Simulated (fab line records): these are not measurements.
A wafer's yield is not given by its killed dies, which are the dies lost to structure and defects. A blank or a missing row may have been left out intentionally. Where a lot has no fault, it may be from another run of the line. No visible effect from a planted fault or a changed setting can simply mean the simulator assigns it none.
fab line records	flow nandHarc
[record] lots = 6	wafers = 18	lastDay = 25
route steps=1159 shown HYBRID_BOND@1095 THIN_TSV@1101 END@1159
lots untouched by any fault: they come from a run of this same line in which no faults occurred
startH: hours from the record's first day to the start of the lot's first wafer shown	waitH: time in hours since the lot's previous step	" unchanged from the row above	L1.1+2: a row that stands for several wafers	- no value, or no start was given	* or withheld: withheld	< > ~ a bound
route shown NAME@n: NAME is a module with steps in the file, n the number in the route of the first one	usual: mean/standard deviation of fault-free wafers	same: alike in all rows	chamber/n: place in a boat	sites: per-site readings	_std_site: standard deviation of those values	_edge_site: the outer-site mean with the inner-site mean subtracted	radiusMm: for every site, how far away it sits from the centre of the wafer	mask NAME#n: copy n	behind: the most recent tool/chamber to have shaped the wafer	hold: why the lot went on hold/how many hours it stayed there/how the hold came to an end	device: the transistor (n, p or np) that didn't switch	end of line: the same wafers' tests at the end of the route	step lacking rows: just its recipe	killed: dies that structure and defects cost at the first sort, which is not the same as the wafer's yield	map: shows each die of a wafer: x if killed, . if not, _ if none is there
set.NAME: the setting the step ran with; set.NAME@STEP: the setting that earlier step ran with	model.NAME: the simulator's own value behind a step, which no gauge read
a table for each step, a row for each wafer; lots at some steps of the route
services: the hour from which a tool's chamber was out of use, counted from the record's first day as startH (under 0 if before that day), plus the number of hours and why
[[steps]]
[step NHARC_HYBRID_BOND_PRECLEAN_01]
[recipe] timeS = 300	tempC = 23	chemistry = DIW
[step NHARC_HYBRID_BOND_SRD_02]
[recipe] timeS = 30	tempC = 23	dryTimeS = 20	spinRpm = 1500
[step NHARC_HYBRID_BOND_BOND_03]
[recipe] tempC = 25
[step NHARC_HYBRID_BOND_ANNEAL_04]
[recipe] tempC = 300	timeS = 7200	rampUpCPerMin = 5	rampDownCPerMin = 3	idleTempC = 100	pressureAtm = 1
[step NHARC_HYBRID_BOND_OVL_MEAS_05]
[usual] overlayXNm = 0/36	overlayYNm = 1/29
lot.wafer	tool	chamber	startH	waitH	overlayXNm	overlayYNm
L527.2	overlay-01	-	425.85	0.4	-45	5
L527.3	"	-	"	"	-11	-27
L527.6	"	-	"	"	11	-1
L537.1	overlay-02	-	484.82	0.4	19	0
L537.3	"	-	"	"	77	35
L537.6	"	-	"	"	-19	38
L536.1	overlay-02	-	484.82	0.4	25	-22
L536.4	"	-	"	"	-11	-46
L536.6	"	-	"	"	-28	37
L542.1	overlay-01	-	529.89	0.4	45	-10
L542.2	"	-	"	"	-44	51
L542.4	"	-	"	"	-46	-4
L547.3	overlay-02	-	552.39	0.4	1	-44
L547.4	"	-	"	"	-65	-4
L547.5	"	-	"	"	3	45
L546.1	overlay-01	-	577.02	0.4	79	-7
L546.3	"	-	"	"	34	31
L546.6	"	-	"	"	24	-1
[step NHARC_HYBRID_BOND_INSPECT_06]
[recipe] inspectInstrument = irVoid
[usual] rawDefectCount = 33/15
lot.wafer	tool	chamber	startH	waitH	rawDefectCount
L527.2	defectInspect-01	-	425.90	0.1	35
L527.3	"	-	"	"	39
L527.6	"	-	"	"	33
L537.1	defectInspect-01	-	484.87	0.0	23
L537.3	"	-	"	"	42
L537.6	"	-	"	"	41
L536.1	defectInspect-02	-	484.88	0.1	14
L536.4	"	-	"	"	13
L536.6	"	-	"	"	19
L542.1	defectInspect-01	-	529.94	0.0	53
L542.2	"	-	"	"	61
L542.4	"	-	"	"	65
L547.3	defectInspect-02	-	552.44	0.1	21
L547.4	"	-	"	"	18
L547.5	"	-	"	"	17
L546.1	defectInspect-02	-	577.07	0.0	39
L546.3	"	-	"	"	45
L546.6	"	-	"	"	27
[step NHARC_THIN_TSV_GRIND_00]
[recipe] targetThkUm = 6
[step NHARC_THIN_TSV_CMP_01]
[recipe] targetThkUm = 3
[step NHARC_THIN_TSV_THK_MEAS_02]
[recipe] thkMeasGauge = ir
[usual] thkNm = 2983/220
lot.wafer	tool	chamber	startH	waitH	thkNm
L527.2	filmMetro-01	-	429.93	-	3076
L527.3	"	-	"	"	2968
L527.6	"	-	"	"	2945
L537.1	filmMetro-01	-	487.67	0.2	3061
L537.3	"	-	"	"	2854
L537.6	"	-	"	"	3048
L536.1	filmMetro-02	-	488.87	-	2803
L536.4	"	-	"	"	2864
L536.6	"	-	"	"	2951
L542.1	filmMetro-01	-	532.77	-	3013
L542.2	"	-	"	"	3098
L542.4	"	-	"	"	2878
L547.3	filmMetro-01	-	554.09	0.2	2874
L547.4	"	-	"	"	2879
L547.5	"	-	"	"	2714
L546.1	filmMetro-01	-	578.70	-	2951
L546.3	"	-	"	"	3213
L546.6	"	-	"	"	2818
[step NHARC_THIN_TSV_SRD_03]
[step NHARC_THIN_TSV_PRECLEAN_41]
[recipe] timeS = *	tempC = 50	bathAgeMin = 0	chemistry = SC1
[step NHARC_THIN_TSV_SRD_42]
[step NHARC_THIN_TSV_DEP_43]
[recipe] targetThkA = 13285	tempC = withheld	pressureTorr = 6.5	rfW = 900	teosFlowSccm = 161.4	flowSccm = 2650	targetThkNm = 1328.5	gas = O2	material = SiO2
[usual] throttleValvePct = 16.1/0.59
lot.wafer	tool	chamber	startH	waitH	throttleValvePct
L527.3	pecvd-04	2	430.21	-	15.5
L527.2	"	0	"	"	16.4
L527.6	"	2	"	"	15.4
L537.1	pecvd-01	1	487.94	-	16.6
L537.3	"	2	"	"	16.0
L537.6	"	0	"	"	15.4
L536.1	pecvd-01	0	489.09	-	15.0
L536.4	"	0	"	"	15.1
L536.6	"	1	"	"	16.4
L542.1	pecvd-04	0	533.04	-	16.7
L542.2	"	1	"	"	16.8
L542.4	"	1	"	"	16.7
L547.3	pecvd-04	2	554.35	-	15.6
L547.4	"	1	"	"	17.0
L547.5	"	0	"	"	16.6
L546.1	pecvd-01	0	578.96	-	15.6
L546.3	"	1	"	"	16.7
L546.6	"	1	"	"	16.3
[step NHARC_THIN_TSV_DEHYDRATE_04]
[recipe] tempC = 150	timeS = 120
[step NHARC_THIN_TSV_HMDS_05]
[recipe] timeS = 30
[step NHARC_THIN_TSV_COAT_06]
[recipe] spinRpm = *
[step NHARC_THIN_TSV_SOFTBAKE_07]
[recipe] tempC = 122	timeS = 95
[step NHARC_THIN_TSV_EBR_08]
[step NHARC_THIN_TSV_EXPOSE_09]
[recipe] na = 0.55	doseMj = 30.7	maskId = TSV
[step NHARC_THIN_TSV_PEB_10]
[recipe] pebTempC = 118	pebTimeS = 85
[step NHARC_THIN_TSV_DEVELOP_11]
[recipe] timeS = 70
[step NHARC_THIN_TSV_CD_MEAS_12]
[recipe] targetCdNm = 1000	landingEnergyEv = 500
[usual] cdNm = 999.5/1.9
lot.wafer	tool	chamber	startH	waitH	cdNm
L527.2	cdSem-01	0	431.05	-	998.7
L527.3	"	0	"	"	1002.5
L527.6	"	0	"	"	1002.9
L537.1	cdSem-01	0	488.73	-	995.5
L537.3	"	0	"	"	999.8
L537.6	"	0	"	"	998.6
L536.1	cdSem-03	0	489.79	-	998.8
L536.4	"	0	"	"	998.5
L536.6	"	0	"	"	1001.4
L542.1	cdSem-02	0	533.82	-	1001.2
L542.2	"	0	"	"	1000.7
L542.4	"	0	"	"	1001.9
L547.3	cdSem-02	0	555.03	-	1004.7
L547.4	"	0	"	"	1000.4
L547.5	"	0	"	"	999.8
L546.1	cdSem-03	0	579.63	-	1002.6
L546.3	"	0	"	"	998.8
L546.6	"	0	"	"	1001.4
[step NHARC_THIN_TSV_HARDBAKE_13]
[recipe] tempC = 125	timeS = 80
[step NHARC_THIN_TSV_DESCUM_14]
[recipe] timeS = 3	o2FlowSccm = 200	arFlowSccm = 0	biasPowerW = 0	chemistry = O2
[usual] drypumpMotorCurrentA = 5.6/0.52	mfcArSccm = 0.010/0.011	o2FlowSccm = 200.1/0.62	oesProductAu = 0.997/0.0099	rfVppV = 57.6/0.88	showerheadPlenumPTorr = 1.89/0.075	throttleValvePct = 11.311/0.0097
[same] biasPowerW = 0
lot.wafer	tool	chamber	startH	waitH	drypumpMotorCurrentA	mfcArSccm	o2FlowSccm	oesProductAu	rfHoursCounterH	rfVppV	showerheadPlenumPTorr	throttleValvePct
L527.3	rieDiel-03	2	431.21	-	6.3	0	200.2	0.988	4	58.4	1.95	11.312
L527.2	"	1	"	"	5.4	0.018	200.6	1.002	4	57.3	1.84	11.322
L527.6	"	3	"	"	5.7	0	200.0	1.005	-	57.6	2.00	11.309
L537.1	rieDiel-07	0	488.89	-	5.4	0.011	200.2	1.002	4	60.1	1.97	11.318
L537.3	"	3	"	"	6.6	0.014	200.4	0.997	4	58.5	1.82	11.317
L537.6	"	0	"	"	5.4	0.011	200.6	0.998	-	58.3	1.97	11.322
L536.1	rieDiel-03	2	489.95	-	6.3	0	200.9	0.975	11	57.9	1.95	11.310
L536.6	"	3	"	"	5.7	0	200.2	1.005	-	56.2	2.00	11.307
L536.4	"	1	"	"	5.4	0.018	199.3	0.989	-	57.8	1.83	11.298
L542.1	rieDiel-01	1	533.99	-	4.8	0.027	199.8	0.992	1	56.8	1.90	11.317
L542.4	"	3	"	"	5.3	0	199.5	1.003	2	57.5	1.79	11.294
L542.2	"	0	"	"	4.9	0	199.8	1.003	2	57.7	1.93	11.324
L547.4	rieDiel-03	2	555.19	-	6.3	0	198.6	1.011	19	58.9	1.95	11.312
L547.3	"	0	"	"	5.5	0.020	200.7	0.981	14	58.3	1.78	11.301
L547.5	"	1	"	"	5.4	0.018	200.1	0.998	-	57.2	1.83	11.308
L546.3	rieDiel-07	3	579.79	-	6.6	0.014	200.8	1.005	10	57.3	1.81	11.306
L546.1	"	1	"	"	5.7	0.025	199.9	0.989	10	56.6	1.78	11.313
L546.6	"	3	"	"	6.6	0.014	200.5	1.019	-	56.4	1.81	11.296
[step NHARC_THIN_TSV_ETCH_44]
[recipe] targetDepthA = 15942	timeS = 797.1	cf4FlowSccm = 150	o2FlowSccm = 10	arFlowSccm = 0	rfW = 300	biasW = 800	chemistry = CF4/O2
[step NHARC_THIN_TSV_ETCH_15]
[recipe] targetDepthA = 30000	boschTargetOveretchCycles = 2	boschEtchStepS = 2.8	boschDepStepS = 1.2	boschCycles = 14
[step NHARC_THIN_TSV_CD_MEAS_16]
[usual] cdNm = 999.6/2
lot.wafer	tool	chamber	startH	waitH	cdNm
L527.2	cdSem-03	-	432.02	0.1	998.4
L527.3	"	-	"	"	1001.9
L527.6	"	-	"	"	1002.1
L537.1	cdSem-02	-	489.69	0.1	995.8
L537.3	"	-	"	"	1000.4
L537.6	"	-	"	"	998.5
L536.1	cdSem-02	-	490.88	0.1	999.1
L536.4	"	-	"	"	999.3
L536.6	"	-	"	"	1001.5
L542.1	cdSem-03	-	534.79	0.1	1001.0
L542.2	"	-	"	"	1000.5
L542.4	"	-	"	"	1002.6
L547.3	cdSem-02	-	555.99	0.1	1005.7
L547.4	"	-	"	"	999.2
L547.5	"	-	"	"	999.8
L546.1	cdSem-02	-	580.59	0.1	1003.6
L546.3	"	-	"	"	999.9
L546.6	"	-	"	"	1001.5
[step NHARC_THIN_TSV_STRIP_45]
[recipe] powerW = 1500	tempC = 250	chemistry = O2
[step NHARC_THIN_TSV_STRIP_46]
[recipe] timeS = 1200	tempC = 72.5	chemistry = postEtchResidueRemover
[step NHARC_THIN_TSV_DEP_47]
[recipe] targetThkA = 2000	tempC = withheld	pressureTorr = 6.5	rfW = 900	teosFlowSccm = 161.4	flowSccm = 2650	targetThkNm = 200	gas = O2	material = SiO2
[step NHARC_THIN_TSV_ETCHBACK_48]
[recipe] targetDepthA = 10285	overEtchFrac = 0.3	timeS = 405.17	ionEnergyEv = 250	c4f8FlowSccm = withheld	arFlowSccm = withheld	rfW = 600	biasW = 300	chemistry = C4F8/Ar
[usual] biasW = 300.0/0.93	oesProductAu = 0.943/0.029	rfVppV = 545/3
lot.wafer	tool	chamber	startH	waitH	biasW	oesProductAu	rfHoursCounterH	rfVppV
L527.3	rieDiel-03	0	433.33	-	299.5	0.930	2	541
L527.2	"	1	"	"	299.7	0.966	5	543
L527.6	"	3	"	"	299.9	0.958	-	550
L537.3	rieDiel-07	1	491.04	-	299.9	0.914	4	542
L537.1	"	3	"	"	301.5	0.934	5	543
L537.6	"	0	"	"	298.8	0.936	-	547
L536.1	rieDiel-03	3	492.25	-	301.9	0.929	11	550
L536.6	"	2	"	"	300.7	0.911	-	547
L536.4	"	3	"	"	300.1	0.929	-	552
L542.2	rieDiel-07	3	536.06	-	300.0	0.932	7	543
L542.1	"	1	"	"	299.5	0.907	7	541
L542.4	"	2	"	"	300.3	0.940	8	544
L547.3	rieDiel-07	2	557.26	-	300.7	0.935	9	545
L547.4	"	1	"	"	299.6	0.904	9	540
L547.5	"	2	"	"	300.4	0.937	-	545
L546.1	rieDiel-07	2	581.90	-	301.0	0.978	10	548
L546.3	"	0	"	"	299.4	0.961	10	549
L546.6	"	2	"	"	300.2	0.980	-	546
[step NHARC_THIN_TSV_STRIP_62]
[recipe] powerW = 1500	tempC = 250	timeS = 20	chemistry = N2/H2
[step NHARC_THIN_TSV_DEGAS_49]
[recipe] tempC = 300	timeS = 120
[usual] heaterPowerW = 485/49
lot.wafer	tool	chamber	startH	waitH	heaterPowerW
L527.2	pvdSputter-01	-	433.84	0.1	407
L527.3	"	-	"	"	461
L527.6	"	-	"	"	429
L537.1	pvdSputter-03	-	491.97	0.1	446
L537.3	"	-	"	"	427
L537.6	"	-	"	"	447
L536.4	pvdSputter-03	-	492.78	0.1	430
L536.1	"	-	"	"	522
L536.6	"	-	"	"	438
L542.2	pvdSputter-03	-	536.59	0.1	536
L542.4	"	-	"	"	531
L542.1	"	-	"	"	440
L547.3	pvdSputter-02	-	557.82	0.1	568
L547.4	"	-	"	"	467
L547.5	"	-	"	"	439
L546.1	pvdSputter-01	-	582.42	0.1	496
L546.3	"	-	"	"	536
L546.6	"	-	"	"	489
[step NHARC_THIN_TSV_PRE_CLEAN_50]
[recipe] timeS = 30	tempC = 280	gas = H2/He
[usual] heaterPowerW = 425/43
lot.wafer	tool	chamber	startH	waitH	heaterPowerW
L527.2	pvdSputter-01	-	-	-	434
L527.3	"	-	"	"	375
L527.6	"	-	"	"	442
L537.1	pvdSputter-03	-	-	-	464
L537.3	"	-	"	"	373
L537.6	"	-	"	"	453
L536.1	pvdSputter-03	-	-	-	465
L536.4	"	-	"	"	375
L536.6	"	-	"	"	448
L542.1	pvdSputter-03	-	-	-	383
L542.2	"	-	"	"	384
L542.4	"	-	"	"	477
L547.4	pvdSputter-02	-	-	-	512
L547.3	"	-	"	"	382
L547.5	"	-	"	"	400
L546.1	pvdSputter-01	-	-	-	434
L546.3	"	-	"	"	380
L546.6	"	-	"	"	437
[step NHARC_THIN_TSV_PVD_19]
[recipe] targetThkA = 200	chamberPressurePa = 5	material = TaN
[step NHARC_THIN_TSV_PVD_51]
[recipe] targetThkA = 1000	chamberPressurePa = 5	material = Cu
[usual] throttleValvePct = 30.0/0.68
lot.wafer	tool	chamber	startH	waitH	throttleValvePct
L527.3	pvdSputter-01	-	-	-	31.6
L527.2	"	-	"	"	29.4
L527.6	"	-	"	"	29.3
L537.3	pvdSputter-03	-	-	-	30.4
L537.1	"	-	"	"	29.7
L537.6	"	-	"	"	29.9
L536.4	pvdSputter-03	-	-	-	29.4
L536.1	"	-	"	"	30.6
L536.6	"	-	"	"	30.6
L542.1	pvdSputter-03	-	-	-	30.2
L542.2	"	-	"	"	29.7
L542.4	"	-	"	"	30.3
L547.4	pvdSputter-02	-	-	-	29.1
L547.3	"	-	"	"	30.3
L547.5	"	-	"	"	30.8
L546.3	pvdSputter-01	-	-	-	29.4
L546.1	"	-	"	"	31.7
L546.6	"	-	"	"	29.2
[step NHARC_THIN_TSV_ECD_20]
[recipe] targetThkA = 20000	material = Cu
[step NHARC_THIN_TSV_ANNEAL_52]
[recipe] tempC = 225	timeS = 90
[step NHARC_THIN_TSV_CMP_21]
[recipe] tOverpolishS = 30	targetThkNm = 2000
[step NHARC_THIN_TSV_SRD_23]
[step NHARC_THIN_TSV_DEGAS_53]
[recipe] tempC = 300	timeS = 60
[step NHARC_END_SORT_01]
[recipe] tempC = 25
[usual] defectLimitedYield = 95.3/1.7	killedAtArray = 28/11	killedAtOther = 0.7/1.1	killedAtPeriphery = 2.9/2	killedDies = 32/11	killedOpen = 3.2/1.8	killedShort = 2.0/1.4	sort_bin_2_pct = 1.5/0.67	sort_bin_3_pct = 0.28/0.24	sort_bin_4_pct = 2.9/1.1	sortNPass = 645/11	sortRimYieldPct = 95.7/2.6	sortYieldPct = 95.3/1.7
[same] grossDies = 677	sort_bin_5_pct[%] = 0	sort_bin_6_pct[%] = 0	sort_bin_7_pct[%] = 0	sort_bin_8_pct[%] = 0	sortRimNGross = 106.00
lot.wafer	tool	chamber	startH	waitH	defectLimitedYield[%]	killedAtArray	killedAtOther	killedAtPeriphery	killedDies	killedOpen	killedShort	sort_bin_2_pct[%]	sort_bin_3_pct[%]	sort_bin_4_pct[%]	sortNPass	sortRimYieldPct[%]	sortYieldPct[%]
L537.1	prober-01	0	508.08	2.5	95.4	29	0	2	31	8	2	0.9	0.15	3.5	646	93.4	95.4
L537.3	prober-01	0	509.67	3.1	94.5	33	1	3	37	4	1	2.1	0.30	3.1	640	93.4	94.5
L537.6	prober-01	0	512.05	4.0	0	34	639	4	677	5	2	96.3	0.30	3.4	0	0	0
L536.1	prober-02	0	509.98	2.4	0	10	667	0	677	1	1	98.8	0	1.2	0	0	0
L536.4	prober-02	0	512.37	3.4	0	14	662	1	677	3	2	97.9	0.30	1.8	0	0	0
// killed by level:class
L537.1 A_SLIT:chamberFilmFlake=9 A_CHANNEL_HOLE_D1:chamberFilmFlake=5 A_ONON_D1:geometricParticle:open=4 A_CONTACT:chamberFilmFlake=3 A_ONON_D1:geometricParticle:short=2 A_CONTACT:geometricParticle:open=2 A_STAIRCASE:chamberFilmFlake=2 P_GATE:geometricParticle:open=1
L537.3 A_SLIT:chamberFilmFlake=15 A_CONTACT:chamberFilmFlake=4 A_STAIRCASE:chamberFilmFlake=3 A_CHANNEL_HOLE_D1:chamberFilmFlake=2 A_CONTACT:geometricParticle:open=2 A_WL_FILL:chamberFilmFlake=2 A_M1:chamberFilmFlake=2 P_M1:geometricParticle:open=1
L536.1 THIN_TSV:areaDep=667 A_CHANNEL_HOLE_D1:chamberFilmFlake=4 A_WL_FILL:geometricParticle:short=1 A_M0:geometricParticle:open=1 A_STAIRCASE:chamberFilmFlake=1 A_SGD_CUT:chamberFilmFlake=1 A_WL_FILL:chamberFilmFlake=1 A_CONTACT:chamberFilmFlake=1
L537.6 THIN_TSV:areaDep=639 A_SLIT:chamberFilmFlake=13 A_CHANNEL_HOLE_D1:chamberFilmFlake=6 A_CONTACT:chamberFilmFlake=6 A_STAIRCASE:chamberFilmFlake=3 P_M0:geometricParticle:open=1 P_M1:geometricParticle:short=1 A_ONON_D1:geometricParticle:open=1
L536.4 THIN_TSV:areaDep=662 A_STAIRCASE:chamberFilmFlake=3 A_SGD_CUT:chamberFilmFlake=3 A_CONTACT:chamberFilmFlake=3 P_CONTACT:geometricParticle:open=1 A_SOURCE_PLATE:geometricParticle:short=1 A_CHANNEL_HOLE_D1:geometricParticle:short=1 A_CONTACT:geometricParticle:open=1
// map L536.1 (x killed, . not)
____________x____________
_________xxxxxxx_________
_______xxxxxxxxxxx_______
______xxxxxxxxxxxxx______
_____xxxxxxxxxxxxxxx_____
____xxxxxxxxxxxxxxxxx____
____xxxxxxxxxxxxxxxxx____
___xxxxxxxxxxxxxxxxxxx___
___xxxxxxxxxxxxxxxxxxx___
__xxxxxxxxxxxxxxxxxxxxx__
__xxxxxxxxxxxxxxxxxxxxx__
_xxxxxxxxxxxxxxxxxxxxxxx_
_xxxxxxxxxxxxxxxxxxxxxxx_
_xxxxxxxxxxxxxxxxxxxxxxx_
_xxxxxxxxxxxxxxxxxxxxxxx_
_xxxxxxxxxxxxxxxxxxxxxxx_
xxxxxxxxxxxxxxxxxxxxxxxxx
xxxxxxxxxxxxxxxxxxxxxxxxx
xxxxxxxxxxxxxxxxxxxxxxxxx
xxxxxxxxxxxxxxxxxxxxxxxxx
xxxxxxxxxxxxxxxxxxxxxxxxx
_xxxxxxxxxxxxxxxxxxxxxxx_
_xxxxxxxxxxxxxxxxxxxxxxx_
_xxxxxxxxxxxxxxxxxxxxxxx_
_xxxxxxxxxxxxxxxxxxxxxxx_
_xxxxxxxxxxxxxxxxxxxxxxx_
__xxxxxxxxxxxxxxxxxxxxx__
__xxxxxxxxxxxxxxxxxxxxx__
___xxxxxxxxxxxxxxxxxxx___
___xxxxxxxxxxxxxxxxxxx___
____xxxxxxxxxxxxxxxxx____
____xxxxxxxxxxxxxxxxx____
_____xxxxxxxxxxxxxxx_____
______xxxxxxxxxxxxx______
_______xxxxxxxxxxx_______
_________xxxxxxx_________
____________x____________
// map L537.6 (x killed, . not)
____________x____________
_________xxxxxxx_________
_______xxxxxxxxxxx_______
______xxxxxxxxxxxxx______
_____xxxxxxxxxxxxxxx_____
____xxxxxxxxxxxxxxxxx____
____xxxxxxxxxxxxxxxxx____
___xxxxxxxxxxxxxxxxxxx___
___xxxxxxxxxxxxxxxxxxx___
__xxxxxxxxxxxxxxxxxxxxx__
__xxxxxxxxxxxxxxxxxxxxx__
_xxxxxxxxxxxxxxxxxxxxxxx_
_xxxxxxxxxxxxxxxxxxxxxxx_
_xxxxxxxxxxxxxxxxxxxxxxx_
_xxxxxxxxxxxxxxxxxxxxxxx_
_xxxxxxxxxxxxxxxxxxxxxxx_
xxxxxxxxxxxxxxxxxxxxxxxxx
xxxxxxxxxxxxxxxxxxxxxxxxx
xxxxxxxxxxxxxxxxxxxxxxxxx
xxxxxxxxxxxxxxxxxxxxxxxxx
xxxxxxxxxxxxxxxxxxxxxxxxx
_xxxxxxxxxxxxxxxxxxxxxxx_
_xxxxxxxxxxxxxxxxxxxxxxx_
_xxxxxxxxxxxxxxxxxxxxxxx_
_xxxxxxxxxxxxxxxxxxxxxxx_
_xxxxxxxxxxxxxxxxxxxxxxx_
__xxxxxxxxxxxxxxxxxxxxx__
__xxxxxxxxxxxxxxxxxxxxx__
___xxxxxxxxxxxxxxxxxxx___
___xxxxxxxxxxxxxxxxxxx___
____xxxxxxxxxxxxxxxxx____
____xxxxxxxxxxxxxxxxx____
_____xxxxxxxxxxxxxxx_____
______xxxxxxxxxxxxx______
_______xxxxxxxxxxx_______
_________xxxxxxx_________
____________x____________
[[services]]
tool	chamber	startH	hours	kind
rieDiel-03	0	417.05	9.7	repair
pecvd-01	-	418.00	13.0	pm
pvdSputter-03	-	418.19	5.3	repair
rieDiel-03	-	428.97	0.8	repair
pvdSputter-03	-	431.64	1.4	repair
rieDiel-01	1	433.01	8.9	repair
rieDiel-01	2	436.82	6.7	repair
rieDiel-03	1	442.17	2.5	repair
pecvd-01	1	457.64	9.6	repair
pvdSputter-03	-	458.00	10.0	pm
rieDiel-03	3	472.58	4.9	repair
rieDiel-03	0	479.40	12.8	repair
rieDiel-01	-	491.83	9.0	pm
pecvd-01	1	499.41	4.8	repair
pvdSputter-01	-	514.05	10.0	pm
rieDiel-07	2	544.36	5.8	repair
pvdSputter-03	-	547.26	8.7	repair
pecvd-04	-	557.32	13.0	pm
pvdSputter-02	-	568.32	1.8	repair
rieDiel-03	-	569.30	9.0	pm
pvdSputter-02	-	573.57	10.0	pm
pecvd-04	0	577.13	5.2	repair
pecvd-04	1	581.93	2.9	repair
rieDiel-07	-	582.20	9.0	pm
[[key]]
[firstSign] step = NHARC_END_SORT_01	reading = killedAtOther	direction = up	sigmas = 99+	usual = 0.7	struck = 656
[effect] step = NHARC_END_SORT_01	reading = sort_bin_2_pct	direction = up	sigmas = 99+	usual = 1.5	struck = 97.7
[moreKillsBornAt] NHARC_THIN_TSV_DEP_43@pecvd-01 = 1968
metAt NHARC_THIN_TSV_DEP_43
struckWafers L536.1,L536.4,L537.6
laterRowsLeftOut L536.1,L536.4,L537.6
[fault] kind = processParameterDrift	tool = pecvd-01	chamber = 0	onsetH = 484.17	steps = NHARC_THIN_TSV_DEP_43	channel = targetThkNm	offset = 831.48	shape = step	endH = 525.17	actsIn = theseRecipesOnly	stated = 1328.5
// laterRowsLeftOut: the simulator's readings of these wafers behind a module that went badly wrong aren't trusted and aren't shown, but for the sort
